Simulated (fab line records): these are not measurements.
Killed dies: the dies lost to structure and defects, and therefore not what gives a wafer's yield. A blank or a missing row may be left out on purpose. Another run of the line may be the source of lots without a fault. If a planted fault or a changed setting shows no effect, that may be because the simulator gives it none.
Split-lot trial + flow n5_finfet + 7 lots, 39 wafers read, on a route of 1938 steps

== ABOUT THE SPLIT ==
At N5_BEOL_M12_ETCH_68 (etches SOC in N2/H2, time 285 s), the setting time_s was moved away from the recipe's 285 s on 15 of the 39 wafers read, by +16.2% to +55.8%. All remaining wafers had this setting at the recipe value.

The reading is taken at the split's own step.

== THE READING ==
SiARC_of_BEOL_M12_COAT_66.thk_nm (the simulator's own value, which no gauge read), in nm, at N5_BEOL_M12_ETCH_68 (etches SOC in N2/H2, time 285 s). The file does not state a usual value for it. The 24 wafers here that ran the recipe average 85.6 nm, standard deviation 0.43 nm.

| wafer  | tool, chamber at the split | time_s as run, s | against the recipe | SiARC_of_BEOL_M12_COAT_66.thk_nm, nm | against lot-mates on the recipe |
|--------|----------------------------|------------------|--------------------|--------------------------------------|---------------------------------|
| L074.1 | rie_diel-04, 1             | 285              | recipe             | 86.4                                 | -                               |
| L074.2 | rie_diel-04, 0             | 285              | recipe             | 86                                   | -                               |
| L074.3 | rie_diel-04, 3             | 444.1            | +55.8%             | 72                                   | -14.0                           |
| L074.4 | rie_diel-04, 2             | 444.1            | +55.8%             | 72.4                                 | -13.6                           |
| L074.5 | rie_diel-04, 3             | 285              | recipe             | 85.6                                 | -                               |
| L074.6 | rie_diel-04, 0             | 444.1            | +55.8%             | 72.8                                 | -13.2                           |
| L075.1 | rie_diel-06, 2             | 285              | recipe             | 85.4                                 | -                               |
| L075.2 | rie_diel-06, 1,0           | 285              | recipe             | 85.6                                 | -                               |
| L075.5 | rie_diel-06, 1,0           | 285              | recipe             | 85.6                                 | -                               |
| L075.3 | rie_diel-06, 0,1           | 285              | recipe             | 85.8                                 | -                               |
| L075.6 | rie_diel-06, 0,1           | 285              | recipe             | 85.8                                 | -                               |
| L075.4 | rie_diel-06, 2             | 285              | recipe             | 85                                   | -                               |
| L085.1 | rie_diel-05, 1             | 331.2            | +16.2%             | 81.8                                 | -4.2                            |
| L085.2 | rie_diel-05, 0             | 331.2            | +16.2%             | 82                                   | -4.0                            |
| L085.3 | rie_diel-05, 2,0,1         | 285              | recipe             | 86                                   | -                               |
| L085.5 | rie_diel-05, 2,0,1         | 285              | recipe             | 86                                   | -                               |
| L085.6 | rie_diel-05, 2,0,1         | 285              | recipe             | 86                                   | -                               |
| L085.4 | rie_diel-05, 3             | 331.2            | +16.2%             | 81.6                                 | -4.4                            |
| L084.1 | rie_diel-04, 2             | 399.6            | +40.2%             | 75.6                                 | -9.7                            |
| L084.2 | rie_diel-04, 1             | 285              | recipe             | 85.2                                 | -                               |
| L084.3 | rie_diel-04, 3             | 399.6            | +40.2%             | 75.2                                 | -10.1                           |
| L084.6 | rie_diel-04, 3             | 399.6            | +40.2%             | 75.2                                 | -10.1                           |
| L084.4 | rie_diel-04, 1,2           | 285              | recipe             | 85.4                                 | -                               |
| L084.5 | rie_diel-04, 1,2           | 285              | recipe             | 85.4                                 | -                               |
| L090.1 | rie_diel-05, 2             | 285              | recipe             | 85.4                                 | -                               |
| L090.2 | rie_diel-05, 0,1           | 420              | +47.4%             | 74.6                                 | -11.2                           |
| L090.6 | rie_diel-05, 0,1           | 420              | +47.4%             | 74.6                                 | -11.2                           |
| L090.3 | rie_diel-05, 3             | 420              | +47.4%             | 74.4                                 | -11.4                           |
| L090.4 | rie_diel-05, 1             | 285              | recipe             | 86.4                                 | -                               |
| L090.5 | rie_diel-05, 2             | 285              | recipe             | 85.6                                 | -                               |
| L092.1 | rie_diel-04, 0             | 340.5            | +19.5%             | 80.4                                 | -4.9                            |
| L092.2 | rie_diel-04, 3             | 285              | recipe             | 85.6                                 | -                               |
| L092.3 | rie_diel-04, 2             | 285              | recipe             | 85.4                                 | -                               |
| L092.4 | rie_diel-04, 1,0           | 340.5            | +19.5%             | 81                                   | -4.3                            |
| L092.5 | rie_diel-04, 1,0           | 340.5            | +19.5%             | 81                                   | -4.3                            |
| L092.6 | rie_diel-04, 3             | 285              | recipe             | 85                                   | -                               |
| L097.1 | rie_diel-04, 3,1           | 285              | recipe             | 85                                   | -                               |
| L097.6 | rie_diel-04, 3,1           | 285              | recipe             | 85                                   | -                               |
| L097.5 | rie_diel-04, 2             | 285              | recipe             | 84.8                                 | -                               |
Rows listing several chambers each stand for several wafers; the file does not say which wafer went through which chamber.

THE FIT
A straight line over all 39 wafers: SiARC_of_BEOL_M12_COAT_66.thk_nm changes by -0.239 nm for each +1% of time_s; r = -1.00; the points scatter about the line by 0.43 nm.
The same after taking each lot's own level away (the mean of its wafers on the recipe; 39 wafers): -0.243 nm for each +1%; r = -1.00; scatter 0.29 nm.
On that fit, the largest move of time_s shifts the reading by 14 nm.
From 84.93 to 86.00 nm: that is the span of the lots' own levels, equal to 2.5 times the standard deviation above.
Hence the lot-to-lot level has little effect on the slope; both slopes agree.
Check: for one of the wafers moved furthest among these (+55.8%), held out of the fit, the line's prediction against its lot-mates is -13.5 nm. It came out at -14 nm against them.

== OTHER SPLITS ON THESE WAFERS ==
Other splits were also applied to these wafers ahead of the reading. Each is held against what the fit with the lots' levels taken away leaves over:
| other split on the same wafers           | wafers away from the commonest value | r with SiARC_of_BEOL_M12_COAT_66.thk_nm (lot level and that fit taken away) |
|------------------------------------------|--------------------------------------|-----------------------------------------------------------------------------|
| N5_BEOL_M8_TRENCH_ETCH_37 target_depth_a | 12                                   | +0.02                                                                       |

== THE FILE'S OWN FIT ==
SiARC_of_BEOL_M12_COAT_66.thk_nm changes by -0.243 nm for each +1% of time_s, r = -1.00.
